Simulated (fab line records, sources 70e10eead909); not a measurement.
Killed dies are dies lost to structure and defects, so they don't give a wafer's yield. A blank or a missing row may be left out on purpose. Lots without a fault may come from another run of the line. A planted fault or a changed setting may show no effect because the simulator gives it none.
Which tool did it? | flow nand_harc | 6 lots, 18 wafers sampled, at 2 steps of a route of 1302

WHAT THE GAUGES READ, wafer by wafer
NHARC_THIN_TSV_CD_MEAS_16.
lot  | measured     | on        | cd_nm (nm)
L142 | day 24 02:02 | cd_sem-02 | 999.0 1004.7 1003.1
L145 | day 25 02:17 | cd_sem-01 | 1001.6 1001.8 1001.6
L149 | day 26 07:19 | cd_sem-01 | 996.7 996.3 999.6
L155 | day 29 11:24 | cd_sem-01 | 1003.9 1002.8 999.7
L159 | day 30 13:19 | cd_sem-02 | 999.4 1001.6 998.1
L163 | day 32 14:18 | cd_sem-02 | 1000.0 999.2 1001.7

WHICH TOOL RAN EACH LOT (tool, then ch and the chambers of the sampled wafers, then the start)
lot  | NHARC_A_CONTACT_ETCH_76
L142 | rie_diel-01 ch 0,1,3, day 22 06:08
L145 | rie_diel-01 ch 0,1,2, day 23 05:23
L149 | rie_diel-06 ch 0,1, day 24 12:36
L155 | rie_diel-06 ch 0,2, day 27 12:28
L159 | rie_diel-13 ch 1,2,3, day 28 15:11
L163 | rie_diel-06 ch 1,2,3, day 30 16:21
- NHARC_A_CONTACT_ETCH_76: etches the open film in N2/H2, target depth 260 nm, time 475.3 s.

THE ANSWER, worked out from the rows above alone
Rule: what is usual is taken from the lots themselves. Put in order of their means at a reading, lots are off if they are a third of the lots or fewer, leave a main group of 4 or more, and stand apart from it by a gap of 3 or more times the standard deviation of the main group's means; of several such gaps the widest counts. A main group whose means are all the same, to the digits that the tables above print for the reading, isn't used. A lot without any number at a reading at which 4 lots or more have one is off too. The other lots that the step has rows for count as sound.
No lot is off at any reading shown: from this, nothing can be told.

WHAT THE SIMULATOR HAD PUT IN
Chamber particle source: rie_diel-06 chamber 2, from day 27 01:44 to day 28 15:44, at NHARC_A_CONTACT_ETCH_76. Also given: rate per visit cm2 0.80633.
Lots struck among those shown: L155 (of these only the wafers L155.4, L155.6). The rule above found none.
